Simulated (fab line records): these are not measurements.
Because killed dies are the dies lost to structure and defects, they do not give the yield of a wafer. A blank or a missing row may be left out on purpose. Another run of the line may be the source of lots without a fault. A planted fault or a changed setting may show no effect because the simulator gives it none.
Which tool did it? :: flow n5-finfet :: 11 lots, 33 wafers sampled, at 6 steps of a route of 1938

WHAT THE GAUGES READ, wafer by wafer
N5_BEOL_M0_RS_MEAS_126: the measuring method here is four-point-probe.
lot: L075
measured: day 6 07:02
on: film-metro-01
M0_RS (ohm/sq): 0.556 0.531 0.506

lot: L077
measured: day 6 19:55
on: film-metro-01
M0_RS (ohm/sq): 0.561 0.530 0.527

lot: L079
measured: day 7 05:34
on: film-metro-02
M0_RS (ohm/sq): 0.545 0.542 0.542

lot: L081
measured: day 7 23:02
on: film-metro-01
M0_RS (ohm/sq): 0.543 0.569 0.539

lot: L084
measured: day 8 06:44
on: film-metro-01
M0_RS (ohm/sq): 0.536 0.530 0.495

lot: L085
measured: day 8 17:03
on: film-metro-01
M0_RS (ohm/sq): 0.539 0.529 0.532

lot: L087
measured: day 9 03:28
on: film-metro-02
M0_RS (ohm/sq): 0.538 0.538 0.520

lot: L090
measured: day 9 22:05
on: film-metro-01
M0_RS (ohm/sq): 0.516 0.508 0.510

lot: L092
measured: day 10 08:27
on: film-metro-01
M0_RS (ohm/sq): 0.531 0.528 0.526

lot: L094
measured: day 11 09:43
on: film-metro-02
M0_RS (ohm/sq): 0.552 0.547 0.538

lot: L096
measured: day 12 00:07
on: film-metro-01
M0_RS (ohm/sq): 0.535 0.533 0.538

EACH LOT AND THE TOOL THAT RAN IT (in order: tool; ch and the chambers of the sampled wafers; start)
lot: L075
N5_BEOL_M0_SAQP_ETCH_88: rie-diel-01 ch 1,3, day 5 21:26
N5_BEOL_M0_CUTY_ETCH_62: rie-diel-06 ch 1,3, day 5 22:50
N5_BEOL_M0_DEGAS_112: pvd-sputter-02, day 6 04:59
N5_BEOL_M0_ANNEAL_133: pvd-sputter-02, day 6 05:49
N5_BEOL_M0_CMP_120: cmp-01 ch 0,2,3, day 6 06:29

lot: L077
N5_BEOL_M0_SAQP_ETCH_88: rie-diel-03 ch 0,1,3, day 6 12:44
N5_BEOL_M0_CUTY_ETCH_62: rie-diel-05 ch 1,2,3, day 6 14:20
N5_BEOL_M0_DEGAS_112: pvd-sputter-01, day 6 17:17
N5_BEOL_M0_ANNEAL_133: pvd-sputter-03, day 6 18:35
N5_BEOL_M0_CMP_120: cmp-04 ch 1,2, day 6 19:20

lot: L079
N5_BEOL_M0_SAQP_ETCH_88: rie-diel-01 ch 2,3, day 6 18:26
N5_BEOL_M0_CUTY_ETCH_62: rie-diel-06 ch 0,3, day 6 20:38
N5_BEOL_M0_DEGAS_112: pvd-sputter-01, day 7 02:49
N5_BEOL_M0_ANNEAL_133: pvd-sputter-01, day 7 03:59
N5_BEOL_M0_CMP_120: cmp-04 ch 2,3, day 7 04:55

lot: L081
N5_BEOL_M0_SAQP_ETCH_88: rie-diel-03 ch 0,1,2, day 7 13:50
N5_BEOL_M0_CUTY_ETCH_62: rie-diel-06 ch 0,1,2, day 7 15:26
N5_BEOL_M0_DEGAS_112: pvd-sputter-02, day 7 20:08
N5_BEOL_M0_ANNEAL_133: pvd-sputter-02, day 7 21:32
N5_BEOL_M0_CMP_120: cmp-04 ch 0,1,2, day 7 22:29

lot: L084
N5_BEOL_M0_SAQP_ETCH_88: rie-diel-04 ch 2,3, day 8 00:40
N5_BEOL_M0_CUTY_ETCH_62: rie-diel-06 ch 0,2, day 8 02:04
N5_BEOL_M0_DEGAS_112: pvd-sputter-01, day 8 04:34
N5_BEOL_M0_ANNEAL_133: pvd-sputter-03, day 8 05:32
N5_BEOL_M0_CMP_120: cmp-01 ch 0,3, day 8 06:11

lot: L085
N5_BEOL_M0_SAQP_ETCH_88: rie-diel-01 ch 0,1,3, day 8 11:15
N5_BEOL_M0_CUTY_ETCH_62: rie-diel-06 ch 0,1,3, day 8 12:31
N5_BEOL_M0_DEGAS_112: pvd-sputter-02, day 8 14:11
N5_BEOL_M0_ANNEAL_133: pvd-sputter-01, day 8 15:30
N5_BEOL_M0_CMP_120: cmp-04 ch 0,1,2, day 8 16:35

lot: L087
N5_BEOL_M0_SAQP_ETCH_88: rie-diel-04 ch 0,1,2, day 8 18:46
N5_BEOL_M0_CUTY_ETCH_62: rie-diel-02 ch 0,2,3, day 8 21:43
N5_BEOL_M0_DEGAS_112: pvd-sputter-02, day 8 23:33
N5_BEOL_M0_ANNEAL_133: pvd-sputter-02, day 9 02:15
N5_BEOL_M0_CMP_120: cmp-04 ch 0,1,2, day 9 02:59

lot: L090
N5_BEOL_M0_SAQP_ETCH_88: rie-diel-03 ch 1,2, day 9 17:25
N5_BEOL_M0_CUTY_ETCH_62: rie-diel-02 ch 2,3, day 9 18:49
N5_BEOL_M0_DEGAS_112: pvd-sputter-03, day 9 20:04
N5_BEOL_M0_ANNEAL_133: pvd-sputter-02, day 9 20:50
N5_BEOL_M0_CMP_120: cmp-01 ch 0,1, day 9 21:30

lot: L092
N5_BEOL_M0_SAQP_ETCH_88: rie-diel-01 ch 0,1, day 10 01:10
N5_BEOL_M0_CUTY_ETCH_62: rie-diel-06 ch 1,2,3, day 10 02:51
N5_BEOL_M0_DEGAS_112: pvd-sputter-01, day 10 04:40
N5_BEOL_M0_ANNEAL_133: pvd-sputter-01, day 10 07:14
N5_BEOL_M0_CMP_120: cmp-03 ch 1,3, day 10 07:56

lot: L094
N5_BEOL_M0_SAQP_ETCH_88: rie-diel-01 ch 1,2, day 10 19:21
N5_BEOL_M0_CUTY_ETCH_62: rie-diel-05 ch 2,3, day 10 20:55
N5_BEOL_M0_DEGAS_112: pvd-sputter-02, day 11 07:08
N5_BEOL_M0_ANNEAL_133: pvd-sputter-03, day 11 08:11
N5_BEOL_M0_CMP_120: cmp-01 ch 2,3, day 11 09:09

lot: L096
N5_BEOL_M0_SAQP_ETCH_88: rie-diel-03 ch 0,1, day 11 19:07
N5_BEOL_M0_CUTY_ETCH_62: rie-diel-02 ch 0,2, day 11 20:34
N5_BEOL_M0_DEGAS_112: pvd-sputter-03, day 11 21:50
N5_BEOL_M0_ANNEAL_133: pvd-sputter-03, day 11 22:53
N5_BEOL_M0_CMP_120: cmp-04 ch 0,1,2, day 11 23:38
- N5_BEOL_M0_SAQP_ETCH_88: etches underlayer in N2/H2, target depth 6.5 nm, time 5.2 s.
- N5_BEOL_M0_CUTY_ETCH_62: etches SiARC in CF4, time 58.5 s.
- N5_BEOL_M0_DEGAS_112: time 60 s.
- N5_BEOL_M0_ANNEAL_133: time 60 s.
- N5_BEOL_M0_CMP_120: polishes, stops on SiOC, t overpolish 6.9 s.

THE ANSWER, worked out from the rows above alone
Rule: usual is defined by the lots themselves. Put in order of their means at a reading, lots are off if they are a third of the lots or fewer, leave a main group of 4 or more, and stand apart from it by a gap of 3 or more times the standard deviation of the main group's means; of several such gaps the widest counts. The tables above print the reading to a certain number of digits; a main group whose means all agree to those digits is not used. Also off: a lot with no number at a reading for which 4 or more lots have one. All remaining lots with rows at the step are treated as sound.
No lot is off at any reading shown: from this, nothing can be told.

WHAT THE SIMULATOR HAD PUT IN
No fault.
